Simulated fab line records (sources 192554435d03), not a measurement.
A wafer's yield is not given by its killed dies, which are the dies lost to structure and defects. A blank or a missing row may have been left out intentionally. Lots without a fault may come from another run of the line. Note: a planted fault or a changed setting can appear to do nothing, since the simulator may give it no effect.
Matching of chambers | flow n5 finfet | 3 sister chambers for N5_BEOL_M0_SAQP_PECVD_04 on pecvd-03
The step deposits a-Si from SiH4/He, target thk 60 nm, time 60.2 s. 14 wafers are shown with their chamber, then 7 later ones without.

WAFERS PAIRED WITH THEIR CHAMBERS
wafer  | chamber | throttle valve pct (%) | showerhead plenum p Torr (Torr) | heater power w (W)
L079.2 | 1       | 17.0                   | 5.73                            | 524
L079.3 | 0       | 19.4                   | 5.78                            | 645
L079.6 | 1       | 17.1                   | 5.72                            | 538
L089.4 | 0       | 19.7                   | 5.76                            | 610
L089.5 | 2       | 17.6                   | 5.63                            | 544
L089.6 | 1       | 17.2                   | 5.73                            | 560
L090.1 | 0       | 19.9                   | 5.75                            | 692
L090.2 | 2       | 17.5                   | 5.62                            | 494
L090.6 | 0       | 19.9                   | 5.75                            | 576
L092.1 | 0       | 19.7                   | 5.76                            | 664
L092.2 | 2       | 17.8                   | 5.63                            | 545
L092.6 | 2       | 17.6                   | 5.60                            | 543
L093.1 | 2       | 17.7                   | 5.63                            | 541
L093.4 | 0       | 19.9                   | 5.76                            | 620

SIGNATURES, as means of the wafers listed above
reading                  | chamber 0 | chamber 1 | chamber 2 | scatter within a chamber
throttle valve pct       | 19.750    | 17.100    | 17.640    | 0.156
showerhead plenum p Torr | 5.7600    | 5.7267    | 5.6220    | 0.0111
heater power w           | 634.50    | 540.67    | 533.40    | 31.8
Rule: for a wafer and a chamber, the distance is found by dividing, reading by reading, the gap between the wafer's reading and the chamber's mean by the reading's scatter, squaring, summing and taking the root. The wafer belongs to the nearest chamber; if the next one is less than 2 further off, it can't be placed. How the scatter is found: for the shown wafers, subtract from each reading the mean of its chamber, square and add these, divide the total by (wafers less chambers), then take the root.

WAFERS WITH NO CHAMBER GIVEN
wafer  | throttle valve pct (%) | showerhead plenum p Torr (Torr) | heater power w (W)
L093.5 | 17.6                   | 5.61                            | 556
L094.1 | 20.2                   | 5.76                            | 666
L094.5 | 17.3                   | 5.73                            | 583
L094.6 | 19.8                   | 5.76                            | 641
L096.2 | 17.9                   | 5.63                            | 492
L096.3 | 17.0                   | 5.73                            | 571
L096.5 | 19.8                   | 5.76                            | 663

WHICH CHAMBER EACH ONE RAN IN
wafer  | from the rows above | in truth
L093.5 | 2                   | 2
L094.1 | 0                   | 0
L094.5 | 1                   | 1
L094.6 | 0                   | 0
L096.2 | 2                   | 2
L096.3 | 1                   | 1
L096.5 | 0                   | 0
Correctly placed: 7 of 7. Left unplaced by these rows: 0. Wrongly placed: 0.
